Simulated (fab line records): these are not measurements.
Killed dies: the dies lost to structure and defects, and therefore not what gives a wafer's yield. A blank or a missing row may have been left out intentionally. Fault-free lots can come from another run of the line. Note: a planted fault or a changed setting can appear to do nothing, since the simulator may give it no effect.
Chamber matching || flow nand-harc || rie-diel-03 running NHARC_P_GATE_STRIP_101: 4 sister chambers
The step strips in O2, time 20 s. 4 wafers are shown with their chamber, then 8 later ones without.

== WAFERS PAIRED WITH THEIR CHAMBERS ==
{"wafer": "L498.6", "chamber": 2, "showerhead-plenum-p-Torr (Torr)": 3.57}
{"wafer": "L500.2", "chamber": 1, "showerhead-plenum-p-Torr (Torr)": 3.77}
{"wafer": "L500.6", "chamber": 3, "showerhead-plenum-p-Torr (Torr)": 3.38}
{"wafer": "L509.1", "chamber": 0, "showerhead-plenum-p-Torr (Torr)": 3.45}

== WAFERS MISSING THEIR CHAMBER ==
{"wafer": "L509.3", "showerhead-plenum-p-Torr (Torr)": 3.77}
{"wafer": "L509.5", "showerhead-plenum-p-Torr (Torr)": 3.56}
{"wafer": "L510.3", "showerhead-plenum-p-Torr (Torr)": 3.77}
{"wafer": "L510.5", "showerhead-plenum-p-Torr (Torr)": 3.45}
{"wafer": "L510.6", "showerhead-plenum-p-Torr (Torr)": 3.77}
{"wafer": "L511.1", "showerhead-plenum-p-Torr (Torr)": 3.56}
{"wafer": "L511.5", "showerhead-plenum-p-Torr (Torr)": 3.56}
{"wafer": "L511.6", "showerhead-plenum-p-Torr (Torr)": 3.77}

== WHICH CHAMBER EACH ONE RAN IN ==
{"wafer": "L509.3", "from the rows above": 1, "in truth": 1}
{"wafer": "L509.5", "from the rows above": 2, "in truth": 2}
{"wafer": "L510.3", "from the rows above": 1, "in truth": 1}
{"wafer": "L510.5", "from the rows above": 0, "in truth": 0}
{"wafer": "L510.6", "from the rows above": 1, "in truth": 1}
{"wafer": "L511.1", "from the rows above": 2, "in truth": 2}
{"wafer": "L511.5", "from the rows above": 2, "in truth": 2}
{"wafer": "L511.6", "from the rows above": 1, "in truth": 1}
Placed correctly: 8 of 8. Number that these rows cannot place: 0. Placed wrongly: 0.
How it was worked out, from the rows above alone: a wafer's distance from a chamber is the root of the sum, over the readings, of the square of ((its reading less the chamber's mean) divided by the reading's scatter). If the next closest chamber is less than 2 further off than the closest, the wafer can't be placed; otherwise it belongs to the closest. For every chamber, the mean is computed from those of its wafers that are shown. The scatter: root of mean squared gap, hidden wafer to nearest shown wafer, with one shown wafer a chamber.
